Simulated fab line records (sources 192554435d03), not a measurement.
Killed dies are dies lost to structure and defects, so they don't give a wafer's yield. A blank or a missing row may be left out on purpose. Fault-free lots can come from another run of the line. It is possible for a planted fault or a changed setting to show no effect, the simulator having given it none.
fab line records + flow n5-finfet
record
- lots=11
- wafers=33
- last-day=18
route steps=1938 shown BEOL_M2@915 BEOL_M3@935 BEOL_M4@1111 PASSIVATION@1936
lots untouched by any fault: they come from a run of this same line in which no faults occurred
start-h: start of the lot's first displayed wafer, in hours after the record's first day + wait-h: hours since the lot's step before + " identical to the entry in the row above + L1.1+2: several wafers, shown together as one row + - no value present, or no start provided + * or withheld: withheld + < > ~ a bound
route shown NAME@n: a module of which the file shows steps, and the number in the route of the first + usual: the fault-free wafers' mean and standard deviation + same: alike in all rows + chamber/n: place in a boat + sites: readings site by site + _std_site: the standard deviation of these + _edge_site: inner sites' mean taken away from outer sites' mean + radius-mm: how far each site lies from the wafer's centre + mask NAME#n: copy n + behind: tool/chamber where the wafer was last shaped + hold: why the lot was held/for how many hours/how that ended + device: the transistor (n, p or np) that didn't switch + end of line: the same wafers' tests at the end of the route + a step without rows: its recipe alone + killed: not the wafer's yield, but the dies lost to structure and defects at the first sort + map: a wafer's dies, marking killed ones x, the rest . and places with no die _
set.NAME: the setting as run; set.NAME@STEP: as run at that earlier step + model.NAME: the simulator's own value behind a step, which no gauge read
one table for each step of the route and one row for each wafer, over a sample of lots
services: from which hour (start-h, from the record's first day; less than 0 if before it) a tool's chamber was out of use, for how many hours, and why
## steps
# step N5_BEOL_M2_ANNEAL_91
# recipe
- temp-c=400
- time-s=240
- ambient=vacuum
# usual
- heater-power-w=791/63
| lot.wafer | tool           | chamber | start-h | wait-h | heater-power-w |
|-----------|----------------|---------|---------|--------|----------------|
| L816.1    | pvd-sputter-01 | -       | 160.25  | 0.0    | 814            |
| L816.3    | "              | -       | "       | "      | 844            |
| L816.6    | "              | -       | "       | "      | 787            |
| L817.1    | pvd-sputter-01 | -       | 166.64  | 0.0    | 814            |
| L817.3    | "              | -       | "       | "      | 805            |
| L817.6    | "              | -       | "       | "      | 828            |
| L818.3    | pvd-sputter-03 | -       | 178.46  | 0.0    | 698            |
| L818.4    | "              | -       | "       | "      | 799            |
| L818.5    | "              | -       | "       | "      | 741            |
| L819.3    | pvd-sputter-03 | -       | 183.01  | 0.0    | 721            |
| L819.4    | "              | -       | "       | "      | 713            |
| L819.6    | "              | -       | "       | "      | 778            |
| L824.1    | pvd-sputter-01 | -       | 201.83  | 0.0    | 776            |
| L824.2    | "              | -       | "       | "      | 832            |
| L824.6    | "              | -       | "       | "      | 837            |
| L825.2    | pvd-sputter-02 | -       | 207.75  | 0.0    | 913            |
| L825.3    | "              | -       | "       | "      | 726            |
| L825.6    | "              | -       | "       | "      | 909            |
| L826.1    | pvd-sputter-03 | -       | 222.09  | 0.0    | 728            |
| L826.3    | "              | -       | "       | "      | 773            |
| L826.6    | "              | -       | "       | "      | 796            |
| L830.1    | pvd-sputter-03 | -       | 243.01  | 0.0    | 797            |
| L830.4    | "              | -       | "       | "      | 712            |
| L830.5    | "              | -       | "       | "      | 798            |
| L832.3    | pvd-sputter-03 | -       | 259.97  | 0.0    | 801            |
| L832.4    | "              | -       | "       | "      | 731            |
| L832.6    | "              | -       | "       | "      | 714            |
| L831.3    | pvd-sputter-01 | -       | 261.35  | 0.0    | 785            |
| L831.5    | "              | -       | "       | "      | 805            |
| L831.6    | "              | -       | "       | "      | 798            |
| L835.2    | pvd-sputter-03 | -       | 281.46  | 0.0    | 748            |
| L835.3    | "              | -       | "       | "      | 837            |
| L835.4    | "              | -       | "       | "      | 788            |
# step N5_BEOL_M2_SPUTTER_94
# recipe
- material=Cu
- target-thk-a=45
- temp-c=-20
- chamber-pressure-pa=0.07
- power-w=withheld
- time-s=8.29
# usual
- throttle-valve-pct=29.9/0.97
| lot.wafer | tool           | chamber | start-h | wait-h | throttle-valve-pct |
|-----------|----------------|---------|---------|--------|--------------------|
| L816.1    | pvd-sputter-01 | -       | 160.65  | 0.1    | 31.8               |
| L816.3    | "              | -       | "       | "      | 30.7               |
| L816.6    | "              | -       | "       | "      | 30.7               |
| L817.1    | pvd-sputter-01 | -       | 167.00  | 0.1    | 30.8               |
| L817.3    | "              | -       | "       | "      | 29.5               |
| L817.6    | "              | -       | "       | "      | 30.6               |
| L818.3    | pvd-sputter-03 | -       | 178.82  | 0.1    | 30.1               |
| L818.4    | "              | -       | "       | "      | 29.8               |
| L818.5    | "              | -       | "       | "      | 30.2               |
| L819.3    | pvd-sputter-03 | -       | 183.37  | 0.1    | 30.2               |
| L819.4    | "              | -       | "       | "      | 30.3               |
| L819.6    | "              | -       | "       | "      | 29.8               |
| L824.1    | pvd-sputter-01 | -       | 202.19  | 0.1    | 30.9               |
| L824.2    | "              | -       | "       | "      | 30.9               |
| L824.6    | "              | -       | "       | "      | 30.8               |
| L825.2    | pvd-sputter-02 | -       | 208.11  | 0.1    | 28.0               |
| L825.3    | "              | -       | "       | "      | 29.3               |
| L825.6    | "              | -       | "       | "      | 28.0               |
| L826.1    | pvd-sputter-03 | -       | 222.45  | 0.1    | 30.3               |
| L826.3    | "              | -       | "       | "      | 29.6               |
| L826.6    | "              | -       | "       | "      | 29.7               |
| L830.1    | pvd-sputter-03 | -       | 243.37  | 0.1    | 29.6               |
| L830.4    | "              | -       | "       | "      | 30.2               |
| L830.5    | "              | -       | "       | "      | 29.8               |
| L832.3    | pvd-sputter-03 | -       | 260.33  | 0.1    | 28.9               |
| L832.4    | "              | -       | "       | "      | 30.4               |
| L832.6    | "              | -       | "       | "      | 30.7               |
| L831.3    | pvd-sputter-01 | -       | 261.71  | 0.1    | 31.0               |
| L831.5    | "              | -       | "       | "      | 29.4               |
| L831.6    | "              | -       | "       | "      | 31.9               |
| L835.2    | pvd-sputter-03 | -       | 281.82  | 0.1    | 30.3               |
| L835.3    | "              | -       | "       | "      | 28.9               |
| L835.4    | "              | -       | "       | "      | 29.6               |
# step N5_BEOL_M2_SPUTTER_96
# recipe
- material=Cu
- target-thk-a=45
- temp-c=-20
- chamber-pressure-pa=0.07
- power-w=withheld
- time-s=8.29
# usual
- throttle-valve-pct=29.9/0.99
| lot.wafer | tool           | chamber | start-h | wait-h | throttle-valve-pct |
|-----------|----------------|---------|---------|--------|--------------------|
| L816.1    | pvd-sputter-01 | -       | 160.87  | 0.1    | 31.8               |
| L816.3    | "              | -       | "       | "      | 30.3               |
| L816.6    | "              | -       | "       | "      | 30.4               |
| L817.1    | pvd-sputter-01 | -       | 167.22  | 0.1    | 30.4               |
| L817.3    | "              | -       | "       | "      | 29.3               |
| L817.6    | "              | -       | "       | "      | 30.9               |
| L818.3    | pvd-sputter-03 | -       | 179.04  | 0.1    | 30.3               |
| L818.4    | "              | -       | "       | "      | 29.8               |
| L818.5    | "              | -       | "       | "      | 30.1               |
| L819.3    | pvd-sputter-03 | -       | 183.59  | 0.1    | 30.1               |
| L819.4    | "              | -       | "       | "      | 30.2               |
| L819.6    | "              | -       | "       | "      | 29.6               |
| L824.1    | pvd-sputter-01 | -       | 202.41  | 0.1    | 30.4               |
| L824.2    | "              | -       | "       | "      | 30.4               |
| L824.6    | "              | -       | "       | "      | 30.5               |
| L825.2    | pvd-sputter-02 | -       | 208.33  | 0.1    | 28.1               |
| L825.3    | "              | -       | "       | "      | 29.1               |
| L825.6    | "              | -       | "       | "      | 27.9               |
| L826.1    | pvd-sputter-03 | -       | 222.67  | 0.1    | 30.2               |
| L826.3    | "              | -       | "       | "      | 29.6               |
| L826.6    | "              | -       | "       | "      | 30.0               |
| L830.1    | pvd-sputter-03 | -       | 243.59  | 0.1    | 29.7               |
| L830.4    | "              | -       | "       | "      | 30.3               |
| L830.5    | "              | -       | "       | "      | 29.8               |
| L832.3    | pvd-sputter-03 | -       | 260.55  | 0.1    | 28.7               |
| L832.4    | "              | -       | "       | "      | 30.0               |
| L832.6    | "              | -       | "       | "      | 30.4               |
| L831.3    | pvd-sputter-01 | -       | 261.93  | 0.1    | 30.9               |
| L831.5    | "              | -       | "       | "      | 28.7               |
| L831.6    | "              | -       | "       | "      | 31.8               |
| L835.2    | pvd-sputter-03 | -       | 282.04  | 0.1    | 30.3               |
| L835.3    | "              | -       | "       | "      | 28.5               |
| L835.4    | "              | -       | "       | "      | 30.0               |
# step N5_BEOL_M3_COAT_61
# recipe
- resist=SOC
- temp-c=250
- time-s=60
- spin-rpm=1500
- resist-thk-nm=60
# usual
- chill-plate-temp-C=22.98/0.12
- heater-power-total-W=500.4/1.8
- run-length-s=65.98/0.13
| lot.wafer | tool           | chamber | start-h | wait-h | chill-plate-temp-C | heater-power-total-W | run-length-s |
|-----------|----------------|---------|---------|--------|--------------------|----------------------|--------------|
| L816.1    | litho-track-02 | 0       | 162.91  | 0.1    | 23.05              | 497.5                | 66.04        |
| L816.3    | "              | 0       | "       | "      | 23.01              | 502.8                | 66.01        |
| L816.6    | "              | 0       | "       | "      | 22.83              | 500.0                | 65.78        |
| L817.1    | litho-track-03 | 0       | 169.24  | 0.1    | 23.02              | 497.4                | 66.19        |
| L817.3    | "              | 0       | "       | "      | 22.92              | 500.1                | 66.31        |
| L817.6    | "              | 0       | "       | "      | 22.93              | 501.5                | 66.14        |
| L818.3    | litho-track-03 | 0       | 180.90  | 0.1    | 22.96              | 497.6                | 66.02        |
| L818.4    | "              | 0       | "       | "      | 23.16              | 502.5                | 65.93        |
| L818.5    | "              | 0       | "       | "      | 23.04              | 502.6                | 66.13        |
| L819.3    | litho-track-02 | 0       | 186.36  | 0.1    | 22.85              | 503.3                | 65.79        |
| L819.4    | "              | 0       | "       | "      | 22.92              | 501.9                | 65.87        |
| L819.6    | "              | 0       | "       | "      | 23.00              | 498.0                | 65.80        |
| L824.1    | litho-track-02 | 0       | 207.08  | 0.1    | 22.78              | 500.5                | 65.84        |
| L824.2    | "              | 0       | "       | "      | 22.81              | 502.5                | 66.05        |
| L824.6    | "              | 0       | "       | "      | 22.86              | 499.4                | 66.06        |
| L825.2    | litho-track-03 | 0       | 210.98  | 0.1    | 22.99              | 501.8                | 66.27        |
| L825.3    | "              | 0       | "       | "      | 22.99              | 502.9                | 65.99        |
| L825.6    | "              | 0       | "       | "      | 22.91              | 503.0                | 66.05        |
| L826.1    | litho-track-02 | 0       | 224.47  | 0.1    | 22.96              | 502.7                | 65.85        |
| L826.3    | "              | 0       | "       | "      | 23.01              | 497.3                | 65.94        |
| L826.6    | "              | 0       | "       | "      | 22.98              | 498.6                | 65.97        |
| L830.1    | litho-track-03 | 0       | 245.26  | 0.1    | 22.98              | 500.7                | 66.14        |
| L830.4    | "              | 0       | "       | "      | 23.03              | 502.1                | 65.93        |
| L830.5    | "              | 0       | "       | "      | 22.96              | 497.4                | 66.10        |
| L832.3    | litho-track-02 | 0       | 262.86  | 0.1    | 23.25              | 568.2                | 54.00        |
| L832.4    | "              | 0       | "       | "      | 23.11              | 569.6                | 54.02        |
| L832.6    | "              | 0       | "       | "      | 23.09              | 503.3                | 65.79        |
| L831.3    | litho-track-01 | 0       | 263.72  | 0.1    | 23.16              | 498.4                | 66.11        |
| L831.5    | "              | 0       | "       | "      | 22.90              | 498.2                | 66.01        |
| L831.6    | "              | 0       | "       | "      | 23.16              | 499.9                | 65.91        |
| L835.2    | litho-track-02 | 0       | 285.38  | 0.1    | 22.94              | 498.6                | 65.84        |
| L835.3    | "              | 0       | "       | "      | 23.09              | 570.6                | 54.17        |
| L835.4    | "              | 0       | "       | "      | 22.87              | 573.9                | 53.99        |
# step N5_BEOL_M4_RC_MEAS_101
# usual
- DIBL_N=37.1/1.8
- DIBL_P=37.2/2.1
- IOFF_N=0.17/0.033
- IOFF_P=0.22/0.037
- ION_N=680/11
- ION_P=464/7.7
- SS_N=71.7/0.63
- SS_P=73.6/0.67
- VT_N=248.9/2.9
- VT_P=-251/3.6
| lot.wafer | tool      | chamber | start-h | wait-h | DIBL_N[mV/V] | DIBL_P[mV/V] | IOFF_N[nA/um] | IOFF_P[nA/um] | ION_N[uA/um] | ION_P[uA/um] | SS_N[mV/dec] | SS_P[mV/dec] | VT_N[mV] | VT_P[mV] |
|-----------|-----------|---------|---------|--------|--------------|--------------|---------------|---------------|--------------|--------------|--------------|--------------|----------|----------|
| L816.1    | prober-01 | 0       | 187.64  | 0.0    | 37.7         | 39.0         | 0.21          | 0.24          | 684          | 467          | 72.2         | 74.0         | 244.9    | -249     |
| L816.3    | "         | 0       | "       | "      | 32.4         | 32.8         | 0.11          | 0.15          | 666          | 458          | 70.6         | 72.1         | 253.1    | -256     |
| L816.6    | "         | 0       | "       | "      | 36.1         | 37.3         | 0.18          | 0.21          | 682          | 465          | 71.9         | 73.8         | 246.9    | -250     |
| L817.1    | prober-02 | 0       | 190.94  | 0.0    | 38.7         | 40.6         | 0.22          | 0.26          | 701          | 473          | 72.0         | 74.6         | 242.9    | -248     |
| L817.3    | "         | 0       | "       | "      | 35.8         | 36.7         | 0.14          | 0.18          | 676          | 455          | 71.4         | 73.2         | 251.4    | -256     |
| L817.6    | "         | 0       | "       | "      | 34.1         | 33.8         | 0.12          | 0.15          | 667          | 454          | 71.0         | 72.5         | 251.3    | -256     |
| L818.3    | prober-02 | 0       | 202.24  | 0.3    | 36.0         | 36.5         | 0.17          | 0.24          | 691          | 468          | 71.0         | 73.2         | 248.1    | -247     |
| L818.4    | "         | 0       | "       | "      | 37.9         | 39.2         | 0.21          | 0.29          | 684          | 471          | 71.7         | 74.4         | 245.2    | -246     |
| L818.5    | "         | 0       | "       | "      | 35.0         | 35.4         | 0.15          | 0.21          | 684          | 469          | 70.8         | 73.2         | 249.1    | -249     |
| L819.3    | prober-02 | 0       | 216.44  | 0.3    | 37.3         | 37.8         | 0.18          | 0.23          | 690          | 467          | 71.9         | 74.0         | 246.8    | -249     |
| L819.4    | "         | 0       | "       | "      | 39.4         | 38.5         | 0.21          | 0.24          | 693          | 462          | 72.3         | 74.5         | 245.6    | -248     |
| L819.6    | "         | 0       | "       | "      | 37.5         | 36.9         | 0.18          | 0.22          | 689          | 468          | 71.6         | 73.8         | 246.4    | -249     |
| L824.1    | prober-02 | 0       | 235.71  | 0.0    | 35.7         | 37.0         | 0.14          | 0.18          | 663          | 455          | 72.0         | 73.9         | 250.1    | -254     |
| L824.2    | "         | 0       | "       | "      | 38.2         | 41.7         | 0.21          | 0.25          | 690          | 469          | 71.6         | 75.1         | 245.4    | -252     |
| L824.6    | "         | 0       | "       | "      | 34.0         | 35.3         | 0.13          | 0.17          | 665          | 462          | 70.7         | 73.4         | 251.2    | -255     |
| L825.2    | prober-01 | 0       | 240.99  | 0.2    | 38.3         | 38.8         | 0.17          | 0.24          | 671          | 463          | 71.8         | 75.1         | 250.1    | -246     |
| L825.3    | "         | 0       | "       | "      | 37.0         | 36.4         | 0.16          | 0.21          | 691          | 468          | 71.1         | 73.4         | 248.5    | -252     |
| L825.6    | "         | 0       | "       | "      | 35.7         | 34.3         | 0.14          | 0.17          | 672          | 457          | 71.4         | 72.9         | 251.5    | -251     |
| L826.1    | prober-02 | 0       | 259.07  | 0.0    | 39.2         | 40.1         | 0.20          | 0.23          | 673          | 452          | 72.7         | 74.4         | 249.5    | -252     |
| L826.3    | "         | 0       | "       | "      | 37.0         | 38.1         | 0.16          | 0.19          | 679          | 458          | 71.3         | 74.2         | 249.1    | -253     |
| L826.6    | "         | 0       | "       | "      | 38.2         | 39.8         | 0.20          | 0.23          | 686          | 465          | 72.0         | 74.5         | 248.2    | -250     |
| L830.1    | prober-01 | 0       | 281.43  | 0.0    | 39.9         | 40.1         | 0.23          | 0.24          | 699          | 466          | 72.2         | 73.9         | 243.1    | -252     |
| L830.4    | "         | 0       | "       | "      | 40.3         | 41.7         | 0.24          | 0.26          | 691          | 465          | 72.6         | 74.3         | 245.7    | -249     |
| L830.5    | "         | 0       | "       | "      | 36.9         | 36.5         | 0.15          | 0.17          | 674          | 457          | 72.1         | 73.3         | 249.0    | -257     |
| L831.3    | prober-01 | 0       | 286.01  | 0.3    | 36.6         | 36.0         | 0.15          | 0.20          | 673          | 461          | 71.4         | 73.1         | 251.9    | -249     |
| L831.5    | "         | 0       | "       | "      | 35.4         | 34.3         | 0.13          | 0.18          | 687          | 472          | 71.3         | 73.1         | 251.6    | -252     |
| L831.6    | "         | 0       | "       | "      | 39.7         | 38.6         | 0.21          | 0.24          | 671          | 455          | 72.8         | 73.6         | 248.7    | -250     |
| L832.3    | prober-01 | 0       | 286.94  | 0.6    | 33.3         | 35.1         | 0.13          | 0.18          | 675          | 461          | 70.6         | 73.1         | 252.0    | -251     |
| L832.4    | "         | 0       | "       | "      | 34.7         | 36.7         | 0.14          | 0.21          | 682          | 465          | 70.8         | 72.9         | 249.0    | -250     |
| L832.6    | "         | 0       | "       | "      | 34.8         | 38.0         | 0.15          | 0.23          | 678          | 470          | 71.7         | 74.3         | 249.5    | -248     |
| L835.2    | prober-01 | 0       | 318.01  | 0.2    | 38.4         | 37.9         | 0.20          | 0.24          | 695          | 469          | 72.2         | 74.3         | 243.4    | -249     |
| L835.3    | "         | 0       | "       | "      | 37.4         | 36.2         | 0.18          | 0.22          | 678          | 461          | 72.0         | 73.4         | 247.8    | -251     |
| L835.4    | "         | 0       | "       | "      | 37.3         | 35.7         | 0.17          | 0.21          | 666          | 461          | 71.5         | 73.1         | 249.1    | -252     |
# step N5_PASSIVATION_PROBE_49
# usual
- defect-limited-yield=91.7/1.5
- killed_at_M0_to_M3=32/10
- killed_at_M4_up=14/5.3
- killed-at-contacts=13/5.7
- killed-at-front-end=37/10
- killed-at-other=3.3/2.5
- killed-dies=98/18
- killed-open=65/13
- killed-short=31/7.5
- sort_bin_5_function=4.9/0.91
- sort_bin_6_memory=3.1/0.71
- sort-n-pass=1082/18
- sort-yield-pct=91.7/1.5
# same
- gross-dies=1180
- killed-at-back-side=0
- sort_bin_4_leakage[%]=0
- sort_bin_8_speed[%]=0
| lot.wafer | tool      | chamber | start-h | wait-h | defect-limited-yield[%] | killed_at_M0_to_M3 | killed_at_M4_up | killed-at-contacts | killed-at-front-end | killed-at-other | killed-dies | killed-open | killed-short | sort_bin_5_function[%] | sort_bin_6_memory[%] | sort-n-pass | sort-yield-pct[%] |
|-----------|-----------|---------|---------|--------|-------------------------|--------------------|-----------------|--------------------|---------------------|-----------------|-------------|-------------|--------------|------------------------|----------------------|-------------|-------------------|
| L831.3    | prober-02 | -       | 394.37  | 0.1    | 91.8                    | 50                 | 3               | 8                  | 34                  | 2               | 97          | 60          | 37           | 5.2                    | 2.9                  | 1083        | 91.8              |
| L831.5    | prober-02 | -       | 394.47  | 0.2    | 90.9                    | 37                 | 20              | 15                 | 29                  | 6               | 107         | 63          | 38           | 5.0                    | 3.7                  | 1073        | 90.9              |
| L831.6    | prober-02 | -       | 394.52  | 0.3    | 90.8                    | 37                 | 9               | 11                 | 50                  | 1               | 108         | 76          | 32           | 5.7                    | 3.2                  | 1072        | 90.8              |
| L830.4    | prober-01 | -       | 397.65  | 0.2    | 92.1                    | 28                 | 8               | 22                 | 35                  | 0               | 93          | 66          | 26           | 4.9                    | 2.7                  | 1087        | 92.1              |
# killed by level:class
L831.3 BEOL_M1:geometric-particle:open=13 BEOL_M3:geometric-particle:open=11 GATE_CUT:geometric-particle:short=7 MOL_CONTACT_COAG:geometric-particle:open=7 FIN_SAQP:geometric-particle:open=5 STI_FIN_REVEAL:geometric-particle:open=5 BEOL_M0_SAQP:geometric-particle:short=5 BEOL_M0_SAQP:geometric-particle:open=5
L831.5 MOL_CONTACT_COAG:geometric-particle:open=12 BEOL_M0_SAQP:geometric-particle:short=11 BEOL_M0_SAQP:geometric-particle:open=9 BEOL_M1:geometric-particle:open=6 BEOL_M5:geometric-particle:open=6 DUMMY_GATE:geometric-particle:open=5 GATE_CUT:geometric-particle:short=5 BEOL_M4:geometric-particle:open=5
L831.6 STI_FIN_REVEAL:geometric-particle:open=15 FIN_SAQP:geometric-particle:open=12 FIN_SAQP:geometric-particle:short=9 MOL_CONTACT_COAG:geometric-particle:open=7 BEOL_M1:geometric-particle:open=7 BEOL_M2:geometric-particle:open=7 BEOL_M0_SAQP:geometric-particle:short=6 BEOL_M3:geometric-particle:open=6
L830.4 MOL_CONTACT_COAG:geometric-particle:open=18 BEOL_M2:geometric-particle:open=10 GATE_CUT:geometric-particle:short=8 FIN_SAQP:geometric-particle:open=7 FIN_SAQP:geometric-particle:short=5 GATE_CUT:geometric-particle:open=5 BEOL_M0:geometric-particle:open=4 BEOL_M0_SAQP:geometric-particle:open=4
## services
| tool           | chamber | start-h | hours | kind                      |
|----------------|---------|---------|-------|---------------------------|
| litho-track-03 | -       | 257.94  | -     | consumable-replace:filter |
## key
first-sign
- step=N5_BEOL_M3_COAT_61
- reading=run-length-s
- direction=down
- sigmas=90
- usual=*
- struck=*
effect
- step=N5_BEOL_M3_COAT_61
- reading=heater-power-total-W
- direction=up
- sigmas=39
- usual=*
- struck=*
met-at N5_BEOL_M3_COAT_61
struck-lots L832,L835
struck-wafers L832.3,L832.4,L835.3,L835.4
not-acting-at N5_BEOL_M2_ANNEAL_91,N5_BEOL_M2_SPUTTER_94,N5_BEOL_M2_SPUTTER_96
onset-between 224.47 262.86
fault
- kind=process-parameter-drift
- tool=litho-track-02
- chamber=-
- onset-h=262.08
- steps=N5_BEOL_M3_COAT_61
- channel=time-s
- offset=*
- shape=step
- end-h=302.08
- scope=struck-wafers-only
- acts-in=*
- stated=*
